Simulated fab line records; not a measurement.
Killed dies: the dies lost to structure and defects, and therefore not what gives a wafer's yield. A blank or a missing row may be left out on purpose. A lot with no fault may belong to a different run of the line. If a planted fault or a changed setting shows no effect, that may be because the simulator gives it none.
Chamber matching -- flow nand harc -- rie diel-11 running NHARC_A_STAIRCASE_ETCH_25: 4 sister chambers
The step etches the open film in C4F8/O2, target depth 100 nm, time 40.5 s. 8 wafers are shown with their chamber, then 8 later ones without.

== EACH WAFER AND ITS CHAMBER ==
wafer,chamber,rf vpp V (V),run length s (s)
L892.4,2,887,61.6
L894.2,2,888,61.7
L894.3,0,897,62.7
L894.4,1,894,61.2
L896.5,0,897,62.4
L896.6,1,893,61.3
L899.4,3,904,61.5
L899.5,3,905,61.4

== WAFERS WITH NO CHAMBER GIVEN ==
wafer,rf vpp V (V),run length s (s)
L899.6,896,62.9
L900.3,903,61.3
L900.5,904,61.8
L900.6,896,62.6
L905.3,894,60.9
L905.6,904,61.7
L906.3,893,61.3
L906.6,896,62.2

== CHAMBER TAKEN BY EACH ==
wafer,from the rows above,in truth
L899.6,0,0
L900.3,3,3
L900.5,3,3
L900.6,0,0
L905.3,1,1
L905.6,3,3
L906.3,1,1
L906.6,0,0
Placed correctly: 8 of 8. From these rows, 0 cannot be placed. Number placed wrongly: 0.
How it was worked out, from the rows above alone: a wafer's distance from a chamber is the root of the sum, over the readings, of the square of ((its reading less the chamber's mean) divided by the reading's scatter). If the next closest chamber is less than 2 further off than the closest, the wafer can't be placed; otherwise it belongs to the closest. For every chamber, the mean is computed from those of its wafers that are shown. How the scatter is found: for the shown wafers, subtract from each reading the mean of its chamber, square and add these, divide the total by (wafers less chambers), then take the root.
